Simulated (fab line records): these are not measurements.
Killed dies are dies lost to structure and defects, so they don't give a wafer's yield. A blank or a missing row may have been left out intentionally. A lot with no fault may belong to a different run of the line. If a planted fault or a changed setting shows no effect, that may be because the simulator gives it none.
Problem report, 8D (eight disciplines) form, completed by code | flow n5-finfet | the parts of the form that need people (team, actions taken, sign-off) are left out

== 1. WHAT WENT WRONG ==
IOFF_N_85C at N5_BEOL_M4_RC_MEAS_101 reads a mean of 4.3 nA/um on 1 wafer of 1 lot; wafers without a fault read 3.0 nA/um with a standard deviation of 0.31. That puts it +4.2 standard deviations away from the usual mean.
Seen first at day 13 04:23 on prober-02, wafer L118.6. The record holds 27 wafers of 9 lots with a number at this step. Rule for "out", or "out of limits": more than 4 standard deviations from the usual mean. The rest of the wafers with a number are treated as sound.

== 2. WHAT IT IS, WHAT IT ISN'T ==
question                    | is                   | is not
which readings at this step | IOFF_N_85C, VT_N_LVT | IOFF_P, ION_P, SS_N, SS_P, VT_P
which lots                  | L118                 | L101, L103, L107, L110, L116, L120, L123, L124
which wafers of those lots  | L118.6               | L118.1, L118.3
read on which gauges        | prober-02            | prober-01
when                        | from day 13 04:23    | up to then (20 sound wafers); but 6 sound wafers of L123, L124 came after

== 3. SUSPECTS, AND WHAT RULES EACH OUT ==
Counting: a tool at a process step up to the reading stays a suspect if it ran every lot that is out. Sound lots after the first of them don't rule it out here, since some wafers of a struck lot are sound.
- the gauge at N5_BEOL_M4_RC_MEAS_101 has been ruled out. All the wafers that are out were read on prober-02, but those of them that N5_FIN_SAQP_SPACER2_ALD_28 has rows for are out there too, on other tools.
- ald-sin-01 at N5_FIN_SAQP_SPACER1_ALD_24 (deposits SiO2, target thk 20.3 nm, pulse time 1 s, purge time 2 s): kept. The lot that is out, L118, ran on it at day 6 05:46; the last sound lot it ran before that was L110, at day 4 05:46.
- ald-sin-02 at N5_FIN_SAQP_SPACER2_ALD_28 (deposits SiO2, target thk 8.1 nm, pulse time 1 s, purge time 2 s): kept. The lot that is out, L118, ran on it at day 6 07:53; the last sound lot it ran before that was L110, at day 4 07:43. On those wafers its own readings are out: susceptor-temp-C.
- rie-diel-02 at N5_FIN_SAQP_SPACER2_ETCHBACK_29 (etches SiO2 in CHF3/O2, target depth 12.2 nm, time 6.1 s): kept. It ran the lot that is out, L118 (day 6 08:13).
- rie-si-01 at N5_FIN_SAQP_MANDREL2_REMOVE_60 (chemistry HBr/Cl2/O2, target a-Si, stops on SiNx, bt time 10 s): kept. The lot that is out, L118, ran on it at day 6 08:18; the last sound lot it ran before that was L101, at day 2 04:12.
- At N5_FIN_SAQP_SPACER2_ALD_28, inside ald-sin-02: chamber 3 took the wafers that are out, while their sound lot-mates went through chambers 0, 2.
Left after counting: ald-sin-01 at N5_FIN_SAQP_SPACER1_ALD_24, ald-sin-02 at N5_FIN_SAQP_SPACER2_ALD_28, rie-diel-02 at N5_FIN_SAQP_SPACER2_ETCHBACK_29, rie-si-01 at N5_FIN_SAQP_MANDREL2_REMOVE_60.

== 4. THE CAUSE (what the simulator had put in) ==
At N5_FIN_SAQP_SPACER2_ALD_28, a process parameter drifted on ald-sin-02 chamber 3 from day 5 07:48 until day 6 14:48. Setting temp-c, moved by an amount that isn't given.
Of the 4 suspects that counting leaves, this tool is one.

== 5. THE CHAIN OF EFFECTS, in route order ==
One row per reading whose mean, taken over the struck wafers that have a number, lies over 3 standard deviations from the usual. Readings are gone through only where the record gives a usual standard deviation; hours: the median, over the lots, of the time from a lot's start at the first step in this table giving one to that lot's start at this step; sigmas: the change measured in usual standard deviations.
hours | step                       | reading          | usual       | on struck wafers | change | sigmas
0     | N5_FIN_SAQP_SPACER2_ALD_28 | heater-power-w   | 477 W       | 321              | -156   | -3.9
0     | N5_FIN_SAQP_SPACER2_ALD_28 | susceptor-temp-C | 300.01 C    | 282.20           | -17.81 | -94
164   | N5_BEOL_M4_RC_MEAS_101     | DIBL_N           | 36.2 mV/V   | 40.3             | +4.1   | +3.4
164   | N5_BEOL_M4_RC_MEAS_101     | IOFF_N           | 0.155 nA/um | 0.228            | +0.073 | +3.8
164   | N5_BEOL_M4_RC_MEAS_101     | IOFF_N_85C       | 3.0 nA/um   | 4.3              | +1.3   | +4.2
164   | N5_BEOL_M4_RC_MEAS_101     | IOFF_N_LIN       | 0.073 nA/um | 0.102            | +0.029 | +3.9
164   | N5_BEOL_M4_RC_MEAS_101     | ION_N            | 677 uA/um   | 703              | +26    | +3.0
164   | N5_BEOL_M4_RC_MEAS_101     | VT_N             | 249.9 mV    | 241.4            | -8.5   | -3.5
164   | N5_BEOL_M4_RC_MEAS_101     | VT_N_LVT         | 99.0 mV     | 90.5             | -8.5   | -4.0
Here are the process steps it includes:
- N5_FIN_SAQP_SPACER2_ALD_28: deposits SiO2, target thk 8.1 nm, pulse time 1 s, purge time 2 s.

== 6. WHAT WOULD HAVE CAUGHT IT SOONER ==
The first out-of-limits reading at a measuring or inspecting step in this record came at day 13 04:23, 189 hours after the fault's start at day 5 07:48.
Tool's own readings at N5_FIN_SAQP_SPACER2_ALD_28, susceptor-temp-C: out on all struck wafers the step has rows for; an alarm limit on them would have tripped on the first.
Each of the lots that are out, 1 in all, had begun N5_FIN_SAQP_SPACER2_ALD_28 on ald-sin-02 no later than day 13 04:23. None of them would have been spared by holding the tool at that moment.
